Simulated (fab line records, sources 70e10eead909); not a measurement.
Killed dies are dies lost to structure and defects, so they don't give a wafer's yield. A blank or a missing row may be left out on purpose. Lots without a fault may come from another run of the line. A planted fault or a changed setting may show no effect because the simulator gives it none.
Which tool did it? | flow nand_harc | 24 lots, 72 wafers sampled, at 6 steps of a route of 1302

WHAT THE GAUGES READ, wafer by wafer
The record holds no reading of a measuring or inspecting step that can be judged against a usual standard deviation.

WHICH TOOL RAN EACH LOT (tool, then ch and the chambers of the sampled wafers, then the start)
lot  | NHARC_A_STAIRCASE_ETCH_451                    | NHARC_A_STAIRCASE_HM_DEP_459  | NHARC_A_STAIRCASE_HM_DEP_462  | NHARC_A_STAIRCASE_ALD_420        | NHARC_A_STAIRCASE_ETCH_444         | NHARC_A_SGD_CUT_ETCH_59
L077 | rie_diel-06 ch 0,3, day 17 12:07 or earlier   | acl_dep-01 ch 0, day 17 12:07 | acl_dep-03 ch 0, day 17 17:25 | ald_hk-02 ch 0,3, day 18 03:24   | rie_diel-08 ch 0,1,2, day 19 18:53 | rie_diel-13 ch 0,2,3, no start
L076 | rie_diel-07 ch 1,2,3, day 17 12:49 or earlier | acl_dep-02 ch 0, day 17 12:49 | acl_dep-01 ch 0, day 17 18:24 | ald_hk-03 ch 1,2,3, day 18 03:58 | rie_diel-08 ch 0,1,3, day 19 14:39 | rie_diel-09 ch 0,1,3, no start
L074 | rie_diel-06 ch 1,2, day 17 14:39 or earlier   | acl_dep-02 ch 0, day 17 14:39 | acl_dep-03 ch 0, day 17 19:56 | ald_hk-03 ch 0,1,2, day 18 06:19 | rie_diel-06 ch 0,3, day 19 18:03   | rie_diel-09 ch 0,1, no start
L075 | rie_diel-07 ch 0,1,2, day 17 17:26 or earlier | acl_dep-02 ch 0, day 17 17:26 | acl_dep-03 ch 0, day 17 22:43 | ald_hk-02 ch 1,2,3, day 18 06:26 | rie_diel-06 ch 1,2,3, day 19 15:33 | rie_diel-03 ch 2,3, no start
L078 | rie_diel-08 ch 0,1,3, day 18 06:28 or earlier | acl_dep-02 ch 0, day 18 06:28 | acl_dep-03 ch 0, day 18 11:49 | ald_hk-03 ch 1,3, day 18 23:01   | rie_diel-07 ch 0,3, day 20 07:49   | rie_diel-13 ch 1,2, no start
L079 | rie_diel-07 ch 0,2, day 18 17:05 or earlier   | acl_dep-01 ch 0, day 18 17:05 | acl_dep-03 ch 0, day 18 22:53 | ald_hk-02 ch 0,1, day 19 09:04   | rie_diel-08 ch 0,1,3, day 20 17:10 | rie_diel-03 ch 2,3, no start
L080 | rie_diel-08 ch 0,2, day 18 16:47 or earlier   | acl_dep-03 ch 0, day 18 16:47 | acl_dep-01 ch 0, day 18 23:10 | ald_hk-03 ch 0,2,3, day 19 09:04 | rie_diel-06 ch 0,3, day 20 17:08   | rie_diel-13 ch 1,2, no start
L081 | rie_diel-07 ch 1,2, day 19 06:03 or earlier   | acl_dep-01 ch 0, day 19 06:03 | acl_dep-03 ch 0, day 19 13:46 | ald_hk-03 ch 2,3, day 20 00:32   | rie_diel-07 ch 0,2,3, day 21 16:17 | rie_diel-03 ch 0,1,2, no start
L082 | rie_diel-07 ch 0,2,3, day 19 18:19 or earlier | acl_dep-01 ch 0, day 19 18:19 | acl_dep-02 ch 0, day 20 00:23 | ald_hk-03 ch 2,3, day 20 10:02   | rie_diel-07 ch 0,1,3, day 22 02:07 | rie_diel-09 ch 0,1,2, no start
L083 | rie_diel-08 ch 0,2,3, day 20 09:07 or earlier | acl_dep-01 ch 0, day 20 09:07 | acl_dep-03 ch 0, day 20 19:22 | ald_hk-04 ch 1,2,3, day 21 05:34 | rie_diel-08 ch 0,3, day 22 14:20   | rie_diel-03 ch 1,2,3, no start
L085 | rie_diel-08 ch 0,2,3, day 21 01:41 or earlier | acl_dep-01 ch 0, day 21 01:41 | acl_dep-02 ch 0, day 21 06:40 | ald_hk-04 ch 0,2,3, day 21 16:24 | rie_diel-06 ch 0,1,2, day 23 04:35 | rie_diel-03 ch 0,1,2, no start
L084 | rie_diel-08 ch 0,1,3, day 21 02:11 or earlier | acl_dep-02 ch 0, day 21 02:11 | acl_dep-01 ch 0, day 21 07:14 | ald_hk-02 ch 1,2,3, day 21 15:55 | rie_diel-08 ch 0,2,3, day 23 02:21 | rie_diel-13 ch 0,1,2, no start
L086 | rie_diel-06 ch 0,1, day 21 04:29 or earlier   | acl_dep-03 ch 0, day 21 04:29 | acl_dep-01 ch 0, day 21 09:37 | ald_hk-04 ch 1,2,3, day 21 19:27 | rie_diel-07 ch 2,3, day 23 02:34   | rie_diel-09 ch 0,1,3, no start
L087 | rie_diel-07 ch 0,2, day 21 16:16 or earlier   | acl_dep-02 ch 0, day 21 16:16 | acl_dep-03 ch 0, day 21 21:14 | ald_hk-04 ch 1,2, day 22 06:40   | rie_diel-08 ch 1,2,3, day 23 18:04 | rie_diel-13 ch 1,2, no start
L089 | rie_diel-06 ch 0,1,3, day 22 10:44 or earlier | acl_dep-02 ch 0, day 22 10:44 | acl_dep-03 ch 0, day 22 16:17 | ald_hk-04 ch 0,1,2, day 23 01:58 | rie_diel-07 ch 0,2,3, day 24 17:29 | rie_diel-03 ch 0,2,3, no start
L088 | rie_diel-06 ch 0,3, day 22 12:04 or earlier   | acl_dep-03 ch 0, day 22 12:04 | acl_dep-03 ch 0, day 22 18:27 | ald_hk-03 ch 0,2,3, day 23 04:11 | rie_diel-06 ch 1,2, day 24 17:11   | rie_diel-13 ch 0,2,3, no start
L090 | rie_diel-06 ch 0,1,3, day 23 06:50 or earlier | acl_dep-01 ch 0, day 23 06:50 | acl_dep-02 ch 0, day 23 12:07 | ald_hk-02 ch 1,2,3, day 23 23:21 | rie_diel-07 ch 1,2,3, day 25 08:19 | rie_diel-09 ch 0,1,2, no start
L091 | rie_diel-06 ch 0,1,3, day 23 12:20 or earlier | acl_dep-03 ch 0, day 23 12:20 | acl_dep-01 ch 0, day 23 17:36 | ald_hk-02 ch 0,1,2, day 24 03:02 | rie_diel-06 ch 0,1,2, day 25 08:02 | rie_diel-13 ch 1,2,3, no start
L093 | rie_diel-07 ch 0,1,3, day 24 05:51 or earlier | acl_dep-02 ch 0, day 24 05:51 | acl_dep-03 ch 0, day 24 13:02 | ald_hk-04 ch 2,3, day 24 21:56   | rie_diel-08 ch 0,1, day 26 08:27   | rie_diel-13 ch 0,3, no start
L092 | rie_diel-06 ch 0,1,2, day 24 07:00 or earlier | acl_dep-03 ch 0, day 24 07:00 | acl_dep-03 ch 0, day 24 14:35 | ald_hk-02 ch 1,3, day 25 00:35   | rie_diel-08 ch 0,1,3, day 26 10:52 | rie_diel-03 ch 0,1,3, no start
L094 | rie_diel-08 ch 0,1,3, day 25 03:12 or earlier | acl_dep-02 ch 0, day 25 03:12 | acl_dep-01 ch 0, day 25 11:59 | ald_hk-02 ch 0,2,3, day 25 21:49 | rie_diel-07 ch 0,2,3, day 27 11:38 | rie_diel-09 ch 0,2, no start
L095 | rie_diel-07 ch 0,1,3, day 25 05:41 or earlier | acl_dep-03 ch 0, day 25 05:41 | acl_dep-02 ch 0, day 25 15:17 | ald_hk-02 ch 1,2,3, day 26 05:28 | rie_diel-08 ch 0,1,3, day 27 11:55 | rie_diel-13 ch 0,1,2, no start
L096 | rie_diel-07 ch 0,3, day 25 16:22 or earlier   | acl_dep-01 ch 0, day 25 16:22 | acl_dep-01 ch 0, day 25 21:56 | ald_hk-04 ch 0,1,3, day 26 07:27 | rie_diel-06 ch 0,2,3, day 27 12:55 | rie_diel-03 ch 1,2,3, no start
L097 | rie_diel-07 ch 0,2, day 26 03:30 or earlier   | acl_dep-03 ch 0, day 26 03:30 | acl_dep-02 ch 0, day 26 09:11 | ald_hk-02 ch 0,3, day 26 21:34   | rie_diel-06 ch 0,2, day 28 07:03   | rie_diel-09 ch 0,1,3, no start
- NHARC_A_STAIRCASE_ETCH_451: etches the open film in CF4/O2, target depth 30 nm, overetch 3 nm, time 16.5 s.
- NHARC_A_STAIRCASE_HM_DEP_459: deposits aC, target thk 1500 nm.
- NHARC_A_STAIRCASE_HM_DEP_462: deposits aC, target thk 800 nm.
- NHARC_A_STAIRCASE_ALD_420: deposits SiO2, target thk 20 nm, pulse time 6 s, ald cycles 200.
- NHARC_A_STAIRCASE_ETCH_444: etches the open film in C4F8/O2, target depth 20400 nm, time 6800 s.
- NHARC_A_SGD_CUT_ETCH_59: etches the open film in N2/H2, target depth 260 nm, time 406.25 s.

WHAT THE TOOLS THEMSELVES READ (means of the sampled wafers that have a number; where no wafer has one, the mark that the record gives instead)
NHARC_A_STAIRCASE_ETCH_451. Usual: drypump_motor_current_A 5.6 A, standard deviation 0.43; oes_o_777_au 1.000 a.u., standard deviation 0.0043; oes_product_au 0.995 a.u., standard deviation 0.01; rf_vpp_V 197.9 V, standard deviation 1.2; showerhead_plenum_p_Torr 1.34 Torr, standard deviation 0.044; throttle_valve_pct 13.399 %, standard deviation 0.0088.
lot  | tool        | drypump_motor_current_A (A) | oes_o_777_au (a.u.) | oes_product_au (a.u.) | rf_vpp_V (V) | showerhead_plenum_p_Torr (Torr) | throttle_valve_pct (%) | flag
L077 | rie_diel-06 | 5.6                         | 1.000               | 0.997                 | 198.9        | 1.38                            | 13.395                 |
L076 | rie_diel-07 | 5.1                         | 1.000               | 0.997                 | 199.1        | 1.36                            | 13.396                 |
L074 | rie_diel-06 | 6.3                         | 0.998               | 0.994                 | 197.4        | 1.31                            | 13.394                 |
L075 | rie_diel-07 | 5.4                         | 0.997               | 0.986                 | 198.4        | 1.39                            | 13.399                 |
L078 | rie_diel-08 | 5.5                         | 1.001               | 0.992                 | 197.3        | 1.32                            | 13.400                 |
L079 | rie_diel-07 | 5.8                         | 0.999               | 0.990                 | 199.1        | 1.40                            | 13.396                 |
L080 | rie_diel-08 | 5.3                         | 0.998               | 1.012                 | 198.2        | 1.33                            | 13.403                 |
L081 | rie_diel-07 | 5.2                         | 0.998               | 0.993                 | 199.0        | 1.38                            | 13.395                 |
L082 | rie_diel-07 | 5.6                         | 0.999               | 0.992                 | 199.1        | 1.37                            | 13.400                 |
L083 | rie_diel-08 | 5.4                         | 0.997               | 0.998                 | 196.4        | 1.30                            | 13.397                 |
L085 | rie_diel-08 | 5.4                         | 0.999               | 0.993                 | 197.1        | 1.30                            | 13.404                 |
L084 | rie_diel-08 | 5.5                         | 1.003               | 0.993                 | 197.6        | 1.31                            | 13.399                 |
L086 | rie_diel-06 | 5.6                         | 1.002               | 0.998                 | 198.7        | 1.37                            | 13.402                 |
L087 | rie_diel-07 | 5.5                         | 0.998               | 0.992                 | 198.4        | 1.39                            | 13.396                 |
L089 | rie_diel-06 | 5.7                         | 1.003               | 0.987                 | 197.5        | 1.34                            | 13.389                 |
L088 | rie_diel-06 | 5.6                         | 0.998               | 0.990                 | 197.5        | 1.37                            | 13.392                 |
L090 | rie_diel-06 | 5.7                         | 0.997               | 1.005                 | 199.0        | 1.34                            | 13.390                 |
L091 | rie_diel-06 | 5.7                         | 0.997               | 0.989                 | 197.1        | 1.34                            | 13.409                 |
L093 | rie_diel-07 | 5.5                         | 0.996               | 0.986                 | 197.4        | 1.36                            | 13.405                 |
L092 | rie_diel-06 | 5.9                         | 1.000               | 1.004                 | 198.2        | 1.33                            | 13.394                 |
L094 | rie_diel-08 | 5.5                         | 0.996               | 1.007                 | 197.6        | 1.30                            | 13.406                 |
L095 | rie_diel-07 | 5.5                         | 1.001               | 0.985                 | 197.7        | 1.35                            | 13.398                 |
L096 | rie_diel-07 | 5.6                         | 1.002               | 0.995                 | 197.8        | 1.33                            | 13.398                 |
L097 | rie_diel-07 | 5.8                         | 1.002               | 0.993                 | 199.4        | 1.39                            | 13.410                 |

NHARC_A_STAIRCASE_HM_DEP_459. Usual: throttle_valve_pct 35.000 %, standard deviation 0.0092.
lot  | tool       | throttle_valve_pct (%) | flag
L077 | acl_dep-01 | 35.003                 |
L076 | acl_dep-02 | 34.999                 |
L074 | acl_dep-02 | 34.994                 |
L075 | acl_dep-02 | 35.006                 |
L078 | acl_dep-02 | 35.003                 |
L079 | acl_dep-01 | 35.007                 |
L080 | acl_dep-03 | 34.995                 |
L081 | acl_dep-01 | 34.996                 |
L082 | acl_dep-01 | 35.004                 |
L083 | acl_dep-01 | 35.002                 |
L085 | acl_dep-01 | 34.998                 |
L084 | acl_dep-02 | 35.005                 |
L086 | acl_dep-03 | 34.994                 |
L087 | acl_dep-02 | 34.995                 |
L089 | acl_dep-02 | 34.994                 |
L088 | acl_dep-03 | 35.000                 |
L090 | acl_dep-01 | 35.003                 |
L091 | acl_dep-03 | 34.998                 |
L093 | acl_dep-02 | 34.994                 |
L092 | acl_dep-03 | 34.999                 |
L094 | acl_dep-02 | 34.999                 |
L095 | acl_dep-03 | 34.998                 |
L096 | acl_dep-01 | 34.996                 |
L097 | acl_dep-03 | 34.993                 |

NHARC_A_STAIRCASE_HM_DEP_462. Usual: throttle_valve_pct 35.001 %, standard deviation 0.0091.
lot  | tool       | throttle_valve_pct (%) | flag
L077 | acl_dep-03 | 35.005                 |
L076 | acl_dep-01 | 35.006                 |
L074 | acl_dep-03 | 34.999                 |
L075 | acl_dep-03 | 34.994                 |
L078 | acl_dep-03 | 35.004                 |
L079 | acl_dep-03 | 35.007                 |
L080 | acl_dep-01 | 35.004                 |
L081 | acl_dep-03 | 35.000                 |
L082 | acl_dep-02 | 35.008                 |
L083 | acl_dep-03 | 34.996                 |
L085 | acl_dep-02 | 35.004                 |
L084 | acl_dep-01 | 35.002                 |
L086 | acl_dep-01 | 35.007                 |
L087 | acl_dep-03 | 34.994                 |
L089 | acl_dep-03 | 35.002                 |
L088 | acl_dep-03 | 35.008                 |
L090 | acl_dep-02 | 34.997                 |
L091 | acl_dep-01 | 34.997                 |
L093 | acl_dep-03 | 34.991                 |
L092 | acl_dep-03 | 34.999                 |
L094 | acl_dep-01 | 34.998                 |
L095 | acl_dep-02 | 35.010                 |
L096 | acl_dep-01 | 35.003                 |
L097 | acl_dep-02 | 34.993                 |

NHARC_A_STAIRCASE_ALD_420. Usual: heater_power_w 459 W, standard deviation 23; precursor_pulse_height_rel 0.998, standard deviation 0.021.
lot  | tool      | heater_power_w (W) | precursor_pulse_height_rel | flag
L077 | ald_hk-02 | 475                | 1.002                      |
L076 | ald_hk-03 | 463                | 0.985                      |
L074 | ald_hk-03 | 455                | 0.999                      |
L075 | ald_hk-02 | 449                | 1.000                      |
L078 | ald_hk-03 | 463                | 0.990                      |
L079 | ald_hk-02 | 445                | 1.002                      |
L080 | ald_hk-03 | 449                | 0.998                      |
L081 | ald_hk-03 | 448                | 0.989                      |
L082 | ald_hk-03 | 458                | 1.006                      |
L083 | ald_hk-04 | 464                | 1.007                      |
L085 | ald_hk-04 | 469                | 1.000                      |
L084 | ald_hk-02 | 455                | 0.972                      |
L086 | ald_hk-04 | 458                | 1.004                      |
L087 | ald_hk-04 | 432                | 1.007                      |
L089 | ald_hk-04 | 448                | 0.984                      |
L088 | ald_hk-03 | 454                | 0.987                      |
L090 | ald_hk-02 | 457                | 1.004                      |
L091 | ald_hk-02 | 446                | 0.975                      |
L093 | ald_hk-04 | 455                | 0.977                      |
L092 | ald_hk-02 | 473                | 1.023                      |
L094 | ald_hk-02 | 463                | 1.009                      |
L095 | ald_hk-02 | 458                | 0.992                      |
L096 | ald_hk-04 | 483                | 1.016                      |
L097 | ald_hk-02 | 487                | 0.990                      |

NHARC_A_STAIRCASE_ETCH_444. Usual: oes_product_au 0.928 a.u., standard deviation 0.016; rf_vpp_V 806 V, standard deviation 3.9.
lot  | tool        | oes_product_au (a.u.) | rf_vpp_V (V) | flag
L077 | rie_diel-08 | 0.933                 | 807          |
L076 | rie_diel-08 | 0.956                 | 805          |
L074 | rie_diel-06 | 0.919                 | 807          |
L075 | rie_diel-06 | 0.921                 | 804          |
L078 | rie_diel-07 | 0.912                 | 811          |
L079 | rie_diel-08 | 0.925                 | 804          |
L080 | rie_diel-06 | 0.920                 | 807          |
L081 | rie_diel-07 | 0.958                 | 809          |
L082 | rie_diel-07 | 0.943                 | 810          |
L083 | rie_diel-08 | 0.918                 | 802          |
L085 | rie_diel-06 | 0.962                 | 807          |
L084 | rie_diel-08 | 0.914                 | 804          |
L086 | rie_diel-07 | 0.924                 | 806          |
L087 | rie_diel-08 | 0.919                 | 805          |
L089 | rie_diel-07 | 0.920                 | 809          |
L088 | rie_diel-06 | 0.932                 | 805          |
L090 | rie_diel-07 | 0.921                 | 808          |
L091 | rie_diel-06 | 0.920                 | 807          |
L093 | rie_diel-08 | 0.949                 | 807          |
L092 | rie_diel-08 | 0.925                 | 805          |
L094 | rie_diel-07 | 0.927                 | 809          |
L095 | rie_diel-08 | 0.927                 | 804          |
L096 | rie_diel-06 | 0.918                 | 807          |
L097 | rie_diel-06 | 0.910                 | 806          |

NHARC_A_SGD_CUT_ETCH_59. Usual: drypump_motor_current_A 5.7 A, standard deviation 0.37; oes_product_au 0.999 a.u., standard deviation 0.0081; rf_vpp_V 429.3 V, standard deviation 2.5; showerhead_plenum_p_Torr 2.00 Torr, standard deviation 0.081; throttle_valve_pct 14.172 %, standard deviation 0.0092.
lot  | tool        | drypump_motor_current_A (A) | oes_product_au (a.u.) | rf_vpp_V (V) | showerhead_plenum_p_Torr (Torr) | throttle_valve_pct (%) | flag
L077 | rie_diel-13 | 5.4                         | 1.000                 | 428.5        | 1.99                            | 14.167                 |
L076 | rie_diel-09 | 5.7                         | 0.992                 | 427.7        | 1.95                            | 14.183                 |
L074 | rie_diel-09 | 5.6                         | 0.997                 | 428.1        | 1.96                            | 14.172                 |
L075 | rie_diel-03 | 5.8                         | 1.010                 | 431.9        | 2.06                            | 14.173                 |
L078 | rie_diel-13 | 5.9                         | 1.000                 | 428.5        | 1.96                            | 14.171                 |
L079 | rie_diel-03 | 5.7                         | 1.009                 | 429.3        | 2.03                            | 14.170                 |
L080 | rie_diel-13 | 6.0                         | 0.999                 | 428.1        | 1.96                            | 14.163                 |
L081 | rie_diel-03 | 5.6                         | 0.993                 | 429.7        | 2.00                            | 14.173                 |
L082 | rie_diel-09 | 5.7                         | 0.996                 | 429.9        | 2.04                            | 14.172                 |
L083 | rie_diel-03 | 5.8                         | 1.004                 | 429.3        | 2.00                            | 14.174                 |
L085 | rie_diel-03 | 5.6                         | 0.996                 | 429.7        | 2.00                            | 14.178                 |
L084 | rie_diel-13 | 5.6                         | 0.995                 | 427.5        | 1.94                            | 14.176                 |
L086 | rie_diel-09 | 5.7                         | 0.997                 | 427.8        | 1.95                            | 14.164                 |
L087 | rie_diel-13 | 6.0                         | 1.006                 | 427.6        | 1.96                            | 14.175                 |
L089 | rie_diel-03 | 5.6                         | 1.001                 | 431.2        | 2.03                            | 14.172                 |
L088 | rie_diel-13 | 5.4                         | 0.990                 | 429.1        | 1.98                            | 14.166                 |
L090 | rie_diel-09 | 5.7                         | 1.000                 | 431.1        | 2.04                            | 14.179                 |
L091 | rie_diel-13 | 5.7                         | 0.993                 | 428.9        | 2.00                            | 14.171                 |
L093 | rie_diel-13 | 5.5                         | 0.997                 | 428.8        | 1.95                            | 14.170                 |
L092 | rie_diel-03 | 5.6                         | 1.004                 | 428.4        | 1.96                            | 14.169                 |
L094 | rie_diel-09 | 5.9                         | 0.998                 | 432.8        | 2.12                            | 14.181                 |
L095 | rie_diel-13 | 5.7                         | 0.992                 | 427.4        | 1.94                            | 14.178                 |
L096 | rie_diel-03 | 5.8                         | 1.002                 | 429.4        | 1.99                            | 14.173                 |
L097 | rie_diel-09 | 5.7                         | 1.001                 | 427.5        | 1.95                            | 14.177                 |

THE ANSWER, worked out from the rows above alone
Rule: a lot is off if the mean of its wafers that have a number lies more than 3 standard deviations from the usual mean. A lot without any number at a reading at which 4 lots or more have one is off too. The other lots that the step has rows for count as sound. The gauges are gone through in route order, then the tools' own readings, and for those a lot's mean is taken as printed above. The first step at which some lot is off is used, and at that step the reading that is off furthest; a lot without a number counts as furthest.
No lot is off at any reading shown: from this, nothing can be told.

WHAT THE SIMULATOR HAD PUT IN
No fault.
